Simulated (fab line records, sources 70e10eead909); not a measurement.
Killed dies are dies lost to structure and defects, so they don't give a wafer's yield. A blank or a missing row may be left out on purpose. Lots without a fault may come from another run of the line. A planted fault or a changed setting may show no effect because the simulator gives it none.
Chamber matching | flow nand_harc | NHARC_A_BLC_STRIP_21 on rie_diel-01: 4 sister chambers
The step strips in O2. 20 wafers are shown with their chamber, then 10 later ones without.

WAFERS WITH THEIR CHAMBER
wafer  | chamber | showerhead_plenum_p_Torr (Torr) | drypump_motor_current_A (A) | oes_product_au (a.u.)
L078.1 | 2       | 3.72                            | 6.0                         | 1.019
L078.3 | 3       | 3.50                            | 5.7                         | 0.997
L078.6 | 0       | 3.58                            | 6.0                         | 0.990
L075.1 | 1       | 3.39                            | 6.4                         | 0.991
L075.2 | 0       | 3.58                            | 6.0                         | 1.004
L075.5 | 3       | 3.50                            | 5.8                         | 1.002
L082.1 | 2       | 3.72                            | 6.0                         | 1.011
L082.2 | 0       | 3.58                            | 6.0                         | 1.009
L082.5 | 1       | 3.39                            | 6.4                         | 0.997
L080.4 | 3       | 3.50                            | 5.7                         | 1.003
L080.5 | 3       | 3.50                            | 5.8                         | 0.995
L080.6 | 2       | 3.72                            | 6.0                         | 1.016
L084.2 | 0       | 3.58                            | 6.0                         | 1.000
L084.4 | 3       | 3.50                            | 5.8                         | 1.008
L084.5 | 0       | 3.58                            | 6.0                         | 1.008
L087.1 | 2       | 3.72                            | 6.0                         | 1.023
L087.2 | 3       | 3.49                            | 5.7                         | 1.000
L087.6 | 1       | 3.38                            | 6.4                         | 0.987
L093.1 | 2       | 3.72                            | 6.0                         | 1.026
L093.2 | 0       | 3.58                            | 6.0                         | 1.013

SIGNATURES (means of the wafers above)
reading                  | chamber 0 | chamber 1 | chamber 2 | chamber 3 | scatter within a chamber
showerhead_plenum_p_Torr | 3.5800    | 3.3867    | 3.7200    | 3.4983    | 0.00306
drypump_motor_current_A  | 6.000     | 6.400     | 6.000     | 5.750     | 0.0306
oes_product_au           | 1.00400   | 0.99167   | 1.01900   | 1.00083   | 0.00627
Rule: a wafer's distance from a chamber is the root of the sum, over the readings, of the square of ((its reading less the chamber's mean) divided by the reading's scatter). The wafer belongs to the nearest chamber; if the next one is less than 2 further off, it can't be placed. The scatter: the root of (the sum of the squares of (reading less its chamber's mean) over the shown wafers, divided by (wafers less chambers)).

WAFERS WITHOUT THEIR CHAMBER
wafer  | showerhead_plenum_p_Torr (Torr) | drypump_motor_current_A (A) | oes_product_au (a.u.)
L093.6 | 3.38                            | 6.4                         | 1.001
L091.4 | 3.58                            | 6.0                         | 1.012
L091.5 | 3.72                            | 6.0                         | 1.015
L091.6 | 3.49                            | 5.8                         | 1.004
L092.1 | 3.58                            | 6.0                         | 1.008
L092.2 | 3.38                            | 6.4                         | 0.992
L092.6 | 3.72                            | 6.0                         | 1.017
L097.1 | 3.49                            | 5.7                         | 1.004
L097.2 | 3.58                            | 6.0                         | 1.012
L097.6 | 3.58                            | 6.0                         | 1.007

WHICH CHAMBER EACH WENT THROUGH
wafer  | from the rows above | in truth
L093.6 | 1                   | 1
L091.4 | 0                   | 0
L091.5 | 2                   | 2
L091.6 | 3                   | 3
L092.1 | 0                   | 0
L092.2 | 1                   | 1
L092.6 | 2                   | 2
L097.1 | 3                   | 3
L097.2 | 0                   | 0
L097.6 | 0                   | 0
Placed correctly: 10 of 10. Can't be placed from these rows: 0. Placed wrongly: 0.
